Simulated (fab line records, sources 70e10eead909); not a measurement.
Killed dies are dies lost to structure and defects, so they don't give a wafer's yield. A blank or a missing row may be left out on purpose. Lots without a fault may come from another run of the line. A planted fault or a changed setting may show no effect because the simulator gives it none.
Chamber matching | flow nand_harc | NHARC_A_M1_PRE_CLEAN_32 on pecvd-04: 3 sister chambers
The step time 12 s. 6 wafers are shown with their chamber, then 12 later ones without.

WAFERS WITH THEIR CHAMBER
wafer  | chamber | heater_power_w (W)
L083.4 | 0       | 549
L089.4 | 1       | 685
L089.6 | 2       | 792
L093.1 | 1       | 667
L093.2 | 2       | 800
L093.3 | 0       | 618

WAFERS WITHOUT THEIR CHAMBER
wafer  | heater_power_w (W)
L093.4 | 789
L093.5 | 618
L093.6 | 642
L096.4 | 655
L096.5 | 605
L096.6 | 777
L094.2 | 590
L094.3 | 635
L094.4 | 806
L097.2 | 521
L097.5 | 745
L097.6 | 528

WHICH CHAMBER EACH WENT THROUGH
wafer  | from the rows above     | in truth
L093.4 | 2                       | 2
L093.5 | can't be placed: 0 or 1 | 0
L093.6 | can't be placed: 1 or 0 | 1
L096.4 | can't be placed: 1 or 0 | 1
L096.5 | can't be placed: 0 or 1 | 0
L096.6 | 2                       | 2
L094.2 | 0                       | 0
L094.3 | can't be placed: 1 or 0 | 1
L094.4 | 2                       | 2
L097.2 | 0                       | 0
L097.5 | can't be placed: 2 or 1 | 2
L097.6 | 0                       | 0
Placed correctly: 6 of 12. Can't be placed from these rows: 6 (the true chamber is among the candidates in 6). Placed wrongly: 0.
How it was worked out, from the rows above alone: a wafer's distance from a chamber is the root of the sum, over the readings, of the square of ((its reading less the chamber's mean) divided by the reading's scatter). The wafer belongs to the nearest chamber; if the next one is less than 2 further off, it can't be placed. A chamber's mean is the mean of its shown wafers. The scatter: the root of (the sum of the squares of (reading less its chamber's mean) over the shown wafers, divided by (wafers less chambers)).
